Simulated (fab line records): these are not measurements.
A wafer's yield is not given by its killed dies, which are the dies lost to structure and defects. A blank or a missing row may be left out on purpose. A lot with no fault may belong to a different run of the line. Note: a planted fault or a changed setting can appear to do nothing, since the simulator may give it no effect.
Matching of chambers :: flow n5-finfet :: cmp-03 running N5_MOL_CONTACT_COAG_CMP_28: 4 sister chambers
The step polishes, stops on SiNx, t overpolish 0.85 s, target thk 14.522 nm. 20 wafers are shown with their chamber, then 10 later ones without.

== WAFERS WITH THEIR CHAMBER ==
wafer: L076.1
chamber: 2
motor-current-A (A): 12.4
time-to-endpoint-s (s): 1.4
slurry-filter-dp-kPa (kPa): 13.28

wafer: L076.4
chamber: 3
motor-current-A (A): 11.0
time-to-endpoint-s (s): 4.5
slurry-filter-dp-kPa (kPa): 13.40

wafer: L076.6
chamber: 3
motor-current-A (A): 10.0
time-to-endpoint-s (s): 7.4
slurry-filter-dp-kPa (kPa): 13.73

wafer: L079.2
chamber: 3
motor-current-A (A): 10.4
time-to-endpoint-s (s): 6.5
slurry-filter-dp-kPa (kPa): 13.55

wafer: L079.3
chamber: 2
motor-current-A (A): 12.8
time-to-endpoint-s (s): 7.6
slurry-filter-dp-kPa (kPa): 13.22

wafer: L079.5
chamber: 2
motor-current-A (A): 12.9
time-to-endpoint-s (s): 3.9
slurry-filter-dp-kPa (kPa): 13.62

wafer: L083.2
chamber: 0
motor-current-A (A): 11.7
time-to-endpoint-s (s): 6.2
slurry-filter-dp-kPa (kPa): 13.40

wafer: L083.4
chamber: 3
motor-current-A (A): 9.9
time-to-endpoint-s (s): 6.1
slurry-filter-dp-kPa (kPa): 13.52

wafer: L083.6
chamber: 1
motor-current-A (A): 13.7
time-to-endpoint-s (s): 12.4
slurry-filter-dp-kPa (kPa): 13.61

wafer: L086.1
chamber: 0
motor-current-A (A): 12.3
time-to-endpoint-s (s): 4.1
slurry-filter-dp-kPa (kPa): 13.57

wafer: L086.3
chamber: 1
motor-current-A (A): 13.8
time-to-endpoint-s (s): 7.2
slurry-filter-dp-kPa (kPa): 13.54

wafer: L086.5
chamber: 1
motor-current-A (A): 13.7
time-to-endpoint-s (s): 5.7
slurry-filter-dp-kPa (kPa): 13.56

wafer: L088.2
chamber: 3
motor-current-A (A): 10.7
time-to-endpoint-s (s): 3.5
slurry-filter-dp-kPa (kPa): 13.79

wafer: L088.3
chamber: 1
motor-current-A (A): 13.5
time-to-endpoint-s (s): 6.9
slurry-filter-dp-kPa (kPa): 13.70

wafer: L088.4
chamber: 0
motor-current-A (A): 12.5
time-to-endpoint-s (s): 4.2
slurry-filter-dp-kPa (kPa): 13.54

wafer: L089.1
chamber: 3
motor-current-A (A): 9.7
time-to-endpoint-s (s): 6.2
slurry-filter-dp-kPa (kPa): 13.51

wafer: L089.4
chamber: 2
motor-current-A (A): 12.4
time-to-endpoint-s (s): 5.3
slurry-filter-dp-kPa (kPa): 13.56

wafer: L089.6
chamber: 2
motor-current-A (A): 12.3
time-to-endpoint-s (s): 5.3
slurry-filter-dp-kPa (kPa): 13.54

wafer: L090.3
chamber: 0
motor-current-A (A): 11.9
time-to-endpoint-s (s): 3.5
slurry-filter-dp-kPa (kPa): 13.65

wafer: L090.4
chamber: 1
motor-current-A (A): 12.6
time-to-endpoint-s (s): 8.6
slurry-filter-dp-kPa (kPa): 13.46

SIGNATURES (averages over the wafers above)
reading: motor-current-A
chamber 0: 12.100
chamber 1: 13.460
chamber 2: 12.560
chamber 3: 10.283
scatter within a chamber: 0.428

reading: time-to-endpoint-s
chamber 0: 4.500
chamber 1: 8.160
chamber 2: 4.700
chamber 3: 5.700
scatter within a chamber: 1.96

reading: slurry-filter-dp-kPa
chamber 0: 13.5400
chamber 1: 13.5740
chamber 2: 13.4440
chamber 3: 13.5833
scatter within a chamber: 0.138
Rule: distance of a wafer from a chamber = root of the sum over the readings of ((wafer's reading minus chamber's mean) / reading's scatter) squared. If the next closest chamber is less than 2 further off than the closest, the wafer can't be placed; otherwise it belongs to the closest. How the scatter is found: for the shown wafers, subtract from each reading the mean of its chamber, square and add these, divide the total by (wafers less chambers), then take the root.

== WAFERS MISSING THEIR CHAMBER ==
wafer: L090.6
motor-current-A (A): 13.6
time-to-endpoint-s (s): 6.8
slurry-filter-dp-kPa (kPa): 13.59

wafer: L092.3
motor-current-A (A): 12.7
time-to-endpoint-s (s): 7.3
slurry-filter-dp-kPa (kPa): 13.50

wafer: L092.5
motor-current-A (A): 12.4
time-to-endpoint-s (s): 5.4
slurry-filter-dp-kPa (kPa): 13.43

wafer: L092.6
motor-current-A (A): 13.7
time-to-endpoint-s (s): 8.1
slurry-filter-dp-kPa (kPa): 13.68

wafer: L093.2
motor-current-A (A): 13.9
time-to-endpoint-s (s): 7.5
slurry-filter-dp-kPa (kPa): 13.40

wafer: L093.3
motor-current-A (A): 12.6
time-to-endpoint-s (s): 4.7
slurry-filter-dp-kPa (kPa): 13.22

wafer: L093.4
motor-current-A (A): 12.2
time-to-endpoint-s (s): 8.4
slurry-filter-dp-kPa (kPa): 13.43

wafer: L095.2
motor-current-A (A): 12.2
time-to-endpoint-s (s): 0.0
slurry-filter-dp-kPa (kPa): 13.34

wafer: L095.5
motor-current-A (A): 13.7
time-to-endpoint-s (s): 7.6
slurry-filter-dp-kPa (kPa): 13.60

wafer: L095.6
motor-current-A (A): 13.1
time-to-endpoint-s (s): 3.7
slurry-filter-dp-kPa (kPa): 13.33

== CHAMBER TAKEN BY EACH ==
wafer: L090.6
from the rows above: 1
in truth: 1

wafer: L092.3
from the rows above: can't be placed: 2 or 1 or 0
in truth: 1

wafer: L092.5
from the rows above: can't be placed: 2 or 0
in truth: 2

wafer: L092.6
from the rows above: 1
in truth: 1

wafer: L093.2
from the rows above: can't be placed: 1 or 2
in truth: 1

wafer: L093.3
from the rows above: can't be placed: 2 or 0
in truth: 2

wafer: L093.4
from the rows above: can't be placed: 2 or 0 or 1
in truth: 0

wafer: L095.2
from the rows above: can't be placed: 2 or 0
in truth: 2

wafer: L095.5
from the rows above: 1
in truth: 1

wafer: L095.6
from the rows above: can't be placed: 2 or 0 or 1
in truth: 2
Correctly placed: 3 of 10. From these rows, 7 cannot be placed; in 7 the true chamber is one of the candidates. Placed wrongly: 0.
